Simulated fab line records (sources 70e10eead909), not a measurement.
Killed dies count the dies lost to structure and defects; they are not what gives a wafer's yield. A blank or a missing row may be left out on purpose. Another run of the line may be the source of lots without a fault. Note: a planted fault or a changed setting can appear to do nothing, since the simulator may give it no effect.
Which tool was responsible? | flow nand harc | 24 lots, 72 wafers sampled, at 6 steps of a route of 1302

== WHAT THE GAUGES SHOWED, per wafer ==
No reading from a measuring or inspecting step in the record can be judged against a usual standard deviation.

== WHAT TOOL EACH LOT RAN ON (gives the tool, then ch and the chambers of the sampled wafers, and finally the start) ==
lot  | NHARC_A_CHANNEL_HOLE_D1_ETCH_26  | NHARC_A_CHANNEL_FILL_D2_ALD_25   | NHARC_A_STAIRCASE_ETCH_17                   | NHARC_A_STAIRCASE_ETCH_23          | NHARC_A_STAIRCASE_ETCH_194     | NHARC_A_STAIRCASE_TRIM_198
L074 | har etch-02 ch 0,1, day 8 22:44  | ald hk-01 ch 0,1,3, day 15 11:23 | rie diel-07 ch 0,1, day 16 02:20 or earlier | rie diel-03 ch 1,2,3, day 16 02:20 | rie diel-10 ch 0,1, no start   | rie diel-07 ch 0,2,3, no start
L075 | har etch-01 ch 0,1, day 9 05:52  | ald hk-01 ch 1,2,3, day 15 23:15 | rie diel-10 ch 1,2,3, no start              | rie diel-10 ch 0,1,2, no start     | rie diel-07 ch 0,3, no start   | rie diel-03 ch 0,2, no start
L076 | har etch-02 ch 0, day 9 22:35    | ald hk-04 ch 1,2, day 16 13:19   | rie diel-07 ch 0,1,2, no start              | rie diel-10 ch 0,3, no start       | rie diel-03 ch 0,1,3, no start | rie diel-03 ch 0,2,3, no start
L077 | har etch-01 ch 0,1, day 10 01:18 | ald hk-01 ch 0,3, day 17 00:49   | rie diel-03 ch 1,2,3, no start              | rie diel-03 ch 1,2, no start       | rie diel-03 ch 0,1,2, no start | rie diel-03 ch 0,1,3, no start
L078 | har etch-01 ch 0,1, day 10 14:25 | ald hk-02 ch 1,2,3, day 16 21:48 | rie diel-07 ch 1,2,3, no start              | rie diel-07 ch 1,3, no start       | rie diel-03 ch 0,2,3, no start | rie diel-10 ch 0,1,3, no start
L079 | har etch-02 ch 0, day 10 19:45   | ald hk-04 ch 0,1,3, day 17 11:10 | rie diel-03 ch 1,2, no start                | rie diel-10 ch 0,1,2, no start     | rie diel-10 ch 0,2,3, no start | rie diel-07 ch 0,1,3, no start
L080 | har etch-01 ch 0,1, day 11 10:38 | ald hk-04 ch 1,2, day 17 17:15   | rie diel-07 ch 0,1,2, no start              | rie diel-03 ch 0,2,3, no start     | rie diel-07 ch 0,2,3, no start | rie diel-07 ch 1,2,3, no start
L082 | har etch-01 ch 0,1, day 11 22:17 | ald hk-02 ch 0,1,3, day 18 03:51 | rie diel-07 ch 0,1,2, no start              | rie diel-03 ch 0,1,2, no start     | rie diel-10 ch 0,1,2, no start | rie diel-10 ch 1,2,3, no start
L081 | har etch-02 ch 0,1, day 12 00:13 | ald hk-01 ch 0,1,3, day 18 04:28 | rie diel-03 ch 2,3, no start                | rie diel-10 ch 1,3, no start       | rie diel-07 ch 0,2,3, no start | rie diel-03 ch 0,2, no start
L083 | har etch-02 ch 0,1, day 12 11:59 | ald hk-04 ch 0,3, day 19 00:06   | rie diel-07 ch 2,3, no start                | rie diel-07 ch 0,1, no start       | rie diel-07 ch 0,2,3, no start | rie diel-03 ch 1,2,3, no start
L084 | har etch-01 ch 0,1, day 12 15:14 | ald hk-01 ch 0,1,2, day 18 20:23 | rie diel-03 ch 0,2,3, no start              | rie diel-10 ch 1,2,3, no start     | rie diel-10 ch 2,3, no start   | rie diel-03 ch 0,1, no start
L087 | har etch-02 ch 0,1, day 13 14:31 | ald hk-02 ch 0,1,2, day 19 21:11 | rie diel-03 ch 1,2,3, no start              | rie diel-03 ch 0,1, no start       | rie diel-10 ch 0,2,3, no start | rie diel-10 ch 0,1,3, no start
L085 | har etch-01 ch 0,1, day 13 16:15 | ald hk-01 ch 2,3, day 19 21:49   | rie diel-03 ch 1,2,3, no start              | rie diel-03 ch 0,2,3, no start     | rie diel-10 ch 1,3, no start   | rie diel-03 ch 0,1,3, no start
L086 | har etch-02 ch 0, day 13 22:52   | ald hk-01 ch 2,3, day 20 05:29   | rie diel-10 ch 1,3, no start                | rie diel-10 ch 1,2, no start       | rie diel-07 ch 1,3, no start   | rie diel-07 ch 1,2, no start
L089 | har etch-01 ch 0,1, day 14 16:17 | ald hk-01 ch 0,2,3, day 20 19:36 | rie diel-07 ch 0,2,3, no start              | rie diel-03 ch 1,2,3, no start     | rie diel-03 ch 0,2,3, no start | rie diel-03 ch 0,1,2, no start
L088 | har etch-02 ch 0,1, day 14 18:17 | ald hk-02 ch 1,2,3, day 20 18:59 | rie diel-03 ch 0,1, no start                | rie diel-07 ch 0,2,3, no start     | rie diel-10 ch 0,1,3, no start | rie diel-10 ch 0,2,3, no start
L090 | har etch-02 ch 0,1, day 15 10:31 | ald hk-04 ch 0,1,3, day 21 15:06 | rie diel-03 ch 2,3, no start                | rie diel-10 ch 1,2,3, no start     | rie diel-10 ch 1,3, no start   | rie diel-07 ch 1,3, no start
L091 | har etch-01 ch 0,1, day 15 22:11 | ald hk-01 ch 0,1,3, day 22 02:05 | rie diel-10 ch 0,1, no start                | rie diel-10 ch 0,3, no start       | rie diel-07 ch 0,1,3, no start | rie diel-07 ch 2,3, no start
L092 | har etch-02 ch 0, day 16 00:39   | ald hk-04 ch 2,3, day 22 01:27   | rie diel-07 ch 1,2, no start                | rie diel-07 ch 0,2, no start       | rie diel-10 ch 1,2, no start   | rie diel-10 ch 0,1,2, no start
L093 | har etch-01 ch 0,1, day 17 00:15 | ald hk-04 ch 0,1,2, day 23 07:16 | rie diel-10 ch 0,2,3, no start              | rie diel-07 ch 0,1, no start       | rie diel-03 ch 0,1,3, no start | rie diel-07 ch 0,3, no start
L095 | har etch-01 ch 0,1, day 17 12:47 | ald hk-02 ch 1,2, day 23 17:20   | rie diel-07 ch 0,1, no start                | rie diel-03 ch 1,2,3, no start     | rie diel-07 ch 0,1,2, no start | rie diel-07 ch 0,1, no start
L094 | har etch-02 ch 0,1, day 17 13:48 | ald hk-04 ch 0,1,2, day 23 18:31 | rie diel-07 ch 0,1,2, no start              | rie diel-07 ch 1,2, no start       | rie diel-10 ch 1,2,3, no start | rie diel-10 ch 0,2,3, no start
L097 | har etch-02 ch 0, day 17 22:38   | ald hk-04 ch 1,2,3, day 24 09:35 | rie diel-10 ch 1,2,3, no start              | rie diel-10 ch 0,2,3, no start     | rie diel-10 ch 1,2, no start   | rie diel-10 ch 0,1,3, no start
L096 | har etch-01 ch 1, day 18 00:32   | ald hk-04 ch 0,2,3, day 24 02:43 | rie diel-03 ch 0,3, no start                | rie diel-07 ch 0,1,3, no start     | rie diel-03 ch 0,1,3, no start | rie diel-03 ch 0,1, no start
- NHARC_A_CHANNEL_HOLE_D1_ETCH_26: etches the open film in C4F8/O2/Ar, time 224.1 s, target depth 300 nm.
- NHARC_A_CHANNEL_FILL_D2_ALD_25: deposits SiOx, target thk 60 nm, pulse time 10 s, ald cycles 600.
- NHARC_A_STAIRCASE_ETCH_17: etches the open film in C4F8/O2, target depth 100 nm, time 40.5 s.
- NHARC_A_STAIRCASE_ETCH_23: etches the open film in C4F8/O2, target depth 100 nm, time 40.5 s.
- NHARC_A_STAIRCASE_ETCH_194: etches the open film in C4F8/O2, target depth 100 nm, time 40.5 s.
- NHARC_A_STAIRCASE_TRIM_198: chemistry O2, time 211.2 s.

== AS READ BY THE TOOLS THEMSELVES (means over the sampled wafers that have a number; for cases with no such wafer, the mark the record gives instead) ==
NHARC_A_CHANNEL_HOLE_D1_ETCH_26.
lot  | tool        | drypump motor current A (A) | showerhead plenum p Torr (Torr) | throttle valve pct (%)
L074 | har etch-02 | 5.78                        | 3.58                            | 24.592
L075 | har etch-01 | 5.78                        | 3.61                            | 24.584
L076 | har etch-02 | 5.72                        | 3.64                            | 24.585
L077 | har etch-01 | 5.78                        | 3.60                            | 24.582
L078 | har etch-01 | 5.77                        | 3.60                            | 24.580
L079 | har etch-02 | 5.71                        | 3.63                            | 24.585
L080 | har etch-01 | 5.91                        | 3.57                            | 24.585
L082 | har etch-01 | 5.91                        | 3.56                            | 24.585
L081 | har etch-02 | 5.90                        | 3.49                            | 24.580
L083 | har etch-02 | 5.81                        | 3.56                            | 24.594
L084 | har etch-01 | 5.91                        | 3.56                            | 24.578
L087 | har etch-02 | 5.88                        | 3.48                            | 24.587
L085 | har etch-01 | 5.91                        | 3.55                            | 24.580
L086 | har etch-02 | 5.67                        | 3.61                            | 24.582
L089 | har etch-01 | 5.79                        | 3.57                            | 24.592
L088 | har etch-02 | 5.80                        | 3.73                            | 24.587
L090 | har etch-02 | 5.89                        | 3.85                            | 24.586
L091 | har etch-01 | 5.92                        | 3.53                            | 24.588
L092 | har etch-02 | 5.69                        | 3.59                            | 24.579
L093 | har etch-01 | 5.77                        | 3.55                            | 24.588
L095 | har etch-01 | 5.91                        | 3.52                            | 24.574
L094 | har etch-02 | 5.90                        | 3.98                            | 24.583
L097 | har etch-02 | 5.71                        | 3.98                            | 24.576
L096 | har etch-01 | 5.64                        | 3.56                            | 24.586

NHARC_A_CHANNEL_FILL_D2_ALD_25.
lot  | tool      | heater power w (W) | precursor pulse height rel
L074 | ald hk-01 | 409                | 0.994
L075 | ald hk-01 | 399                | 1.004
L076 | ald hk-04 | 509                | 0.995
L077 | ald hk-01 | 420                | 1.011
L078 | ald hk-02 | 472                | 0.985
L079 | ald hk-04 | 480                | 0.984
L080 | ald hk-04 | 497                | 1.016
L082 | ald hk-02 | 457                | 0.973
L081 | ald hk-01 | 410                | 1.003
L083 | ald hk-04 | 505                | 1.008
L084 | ald hk-01 | 410                | 1.013
L087 | ald hk-02 | 450                | 1.017
L085 | ald hk-01 | 399                | 1.011
L086 | ald hk-01 | 396                | 0.973
L089 | ald hk-01 | 407                | 1.009
L088 | ald hk-02 | 469                | 0.985
L090 | ald hk-04 | 478                | 1.013
L091 | ald hk-01 | 405                | 0.990
L092 | ald hk-04 | 483                | 1.003
L093 | ald hk-04 | 508                | 1.006
L095 | ald hk-02 | 502                | 1.002
L094 | ald hk-04 | 508                | 1.001
L097 | ald hk-04 | 473                | 1.000
L096 | ald hk-04 | 502                | 1.010

NHARC_A_STAIRCASE_ETCH_17.
lot  | tool        | oes product au (a.u.) | rf vpp V (V)
L074 | rie diel-07 | 0.947                 | 896
L075 | rie diel-10 | 0.929                 | 897
L076 | rie diel-07 | 0.949                 | 892
L077 | rie diel-03 | 0.936                 | 893
L078 | rie diel-07 | 0.945                 | 896
L079 | rie diel-03 | 0.962                 | 892
L080 | rie diel-07 | 0.950                 | 891
L082 | rie diel-07 | 0.936                 | 893
L081 | rie diel-03 | 0.929                 | 898
L083 | rie diel-07 | 0.944                 | 896
L084 | rie diel-03 | 0.948                 | 895
L087 | rie diel-03 | 0.939                 | 899
L085 | rie diel-03 | 0.937                 | 898
L086 | rie diel-10 | 0.937                 | 892
L089 | rie diel-07 | 0.952                 | 892
L088 | rie diel-03 | 0.946                 | 902
L090 | rie diel-03 | 0.943                 | 897
L091 | rie diel-10 | 0.944                 | 891
L092 | rie diel-07 | 0.946                 | 892
L093 | rie diel-10 | 0.947                 | 898
L095 | rie diel-07 | 0.943                 | 891
L094 | rie diel-07 | 0.947                 | 891
L097 | rie diel-10 | 0.940                 | 896
L096 | rie diel-03 | 0.944                 | 890

NHARC_A_STAIRCASE_ETCH_23.
lot  | tool        | oes product au (a.u.) | rf vpp V (V)
L074 | rie diel-03 | 1.002                 | 894
L075 | rie diel-10 | 0.945                 | 898
L076 | rie diel-10 | 0.953                 | 897
L077 | rie diel-03 | 0.921                 | 897
L078 | rie diel-07 | 0.945                 | 900
L079 | rie diel-10 | 0.955                 | 897
L080 | rie diel-03 | 0.942                 | 894
L082 | rie diel-03 | 0.957                 | 893
L081 | rie diel-10 | 0.945                 | 893
L083 | rie diel-07 | 0.940                 | 896
L084 | rie diel-10 | 0.954                 | 898
L087 | rie diel-03 | 0.953                 | 896
L085 | rie diel-03 | 0.948                 | 894
L086 | rie diel-10 | 0.933                 | 900
L089 | rie diel-03 | 0.957                 | 898
L088 | rie diel-07 | 0.952                 | 892
L090 | rie diel-10 | 0.963                 | 896
L091 | rie diel-10 | 0.939                 | 896
L092 | rie diel-07 | 0.951                 | 888
L093 | rie diel-07 | 0.971                 | 895
L095 | rie diel-03 | 0.958                 | 898
L094 | rie diel-07 | 0.959                 | 894
L097 | rie diel-10 | 0.944                 | 900
L096 | rie diel-07 | 0.964                 | 895

NHARC_A_STAIRCASE_ETCH_194.
lot  | tool        | oes product au (a.u.) | rf vpp V (V)
L074 | rie diel-10 | 0.939                 | 895
L075 | rie diel-07 | 0.938                 | 893
L076 | rie diel-03 | 0.954                 | 890
L077 | rie diel-03 | 0.939                 | 893
L078 | rie diel-03 | 0.924                 | 895
L079 | rie diel-10 | 0.944                 | 899
L080 | rie diel-07 | 0.943                 | 894
L082 | rie diel-10 | 0.954                 | 897
L081 | rie diel-07 | 0.937                 | 892
L083 | rie diel-07 | 0.936                 | 892
L084 | rie diel-10 | 0.949                 | 902
L087 | rie diel-10 | 0.945                 | 899
L085 | rie diel-10 | 0.943                 | 894
L086 | rie diel-07 | 0.954                 | 899
L089 | rie diel-03 | 0.938                 | 893
L088 | rie diel-10 | 0.936                 | 894
L090 | rie diel-10 | 0.942                 | 894
L091 | rie diel-07 | 0.946                 | 895
L092 | rie diel-10 | 0.948                 | 893
L093 | rie diel-03 | 0.939                 | 895
L095 | rie diel-07 | 0.945                 | 892
L094 | rie diel-10 | 0.938                 | 896
L097 | rie diel-10 | 0.937                 | 894
L096 | rie diel-03 | 0.945                 | 894

NHARC_A_STAIRCASE_TRIM_198.
lot  | tool        | drypump motor current A (A) | oes product au (a.u.) | rf vpp V (V) | showerhead plenum p Torr (Torr) | throttle valve pct (%)
L074 | rie diel-07 | 6.0                         | 0.994                 | 58.0         | 3.45                            | 17.042
L075 | rie diel-03 | 5.9                         | 0.994                 | 57.2         | 3.50                            | 17.039
L076 | rie diel-03 | 5.6                         | 0.999                 | 58.3         | 3.48                            | 17.031
L077 | rie diel-03 | 6.0                         | 1.003                 | 57.3         | 3.35                            | 17.043
L078 | rie diel-10 | 5.6                         | 0.994                 | 57.9         | 3.50                            | 17.035
L079 | rie diel-07 | 6.0                         | 0.996                 | 57.7         | 3.53                            | 17.031
L080 | rie diel-07 | 6.1                         | 0.997                 | 57.0         | 3.53                            | 17.031
L082 | rie diel-10 | 5.8                         | 0.996                 | 58.0         | 3.57                            | 17.038
L081 | rie diel-03 | 5.6                         | 0.993                 | 57.1         | 3.57                            | 17.031
L083 | rie diel-03 | 5.6                         | 1.000                 | 57.7         | 3.43                            | 17.038
L084 | rie diel-03 | 6.3                         | 1.006                 | 57.5         | 3.35                            | 17.048
L087 | rie diel-10 | 5.5                         | 1.003                 | 57.8         | 3.48                            | 17.046
L085 | rie diel-03 | 6.0                         | 1.002                 | 57.8         | 3.52                            | 17.029
L086 | rie diel-07 | 6.0                         | 1.006                 | 57.9         | 3.42                            | 17.037
L089 | rie diel-03 | 5.9                         | 1.002                 | 57.3         | 3.61                            | 17.041
L088 | rie diel-10 | 5.5                         | 1.016                 | 58.6         | 3.61                            | 17.027
L090 | rie diel-07 | 6.2                         | 1.009                 | 57.9         | 3.60                            | 17.033
L091 | rie diel-07 | 6.1                         | 1.006                 | 57.9         | 3.42                            | 17.041
L092 | rie diel-10 | 6.0                         | 1.005                 | 57.6         | 3.54                            | 17.036
L093 | rie diel-07 | 5.8                         | 0.996                 | 58.1         | 3.41                            | 17.032
L095 | rie diel-07 | 5.9                         | 1.009                 | 58.3         | 3.49                            | 17.031
L094 | rie diel-10 | 5.4                         | 0.996                 | 57.4         | 3.60                            | 17.039
L097 | rie diel-10 | 5.5                         | 1.002                 | 57.4         | 3.46                            | 17.035
L096 | rie diel-03 | 6.3                         | 0.999                 | 57.1         | 3.52                            | 17.037

== THE ANSWER, worked out from the rows above alone ==
Rule: the usual values come from the lots themselves. The widest of any qualifying gaps counts: lots, ordered by their means at a reading, are off when they make up no more than a third of the lots, leave a main group of 4 or more, and stand apart from it by 3 or more times the standard deviation of that group's means. The tables above print the reading to a certain number of digits; a main group whose means all agree to those digits is not used. A lot without any number at a reading at which 4 lots or more have one is off too. All remaining lots with rows at the step are treated as sound. Order of review: gauges by route order, followed by the tools' own readings, for which a lot's mean as printed above is used. The first step at which some lot is off is used, and at that step the reading that is off furthest; a lot without a number counts as furthest.
Nothing can be told from this: no lot is off at any reading shown.

== WHAT HAD BEEN PUT IN BY THE SIMULATOR ==
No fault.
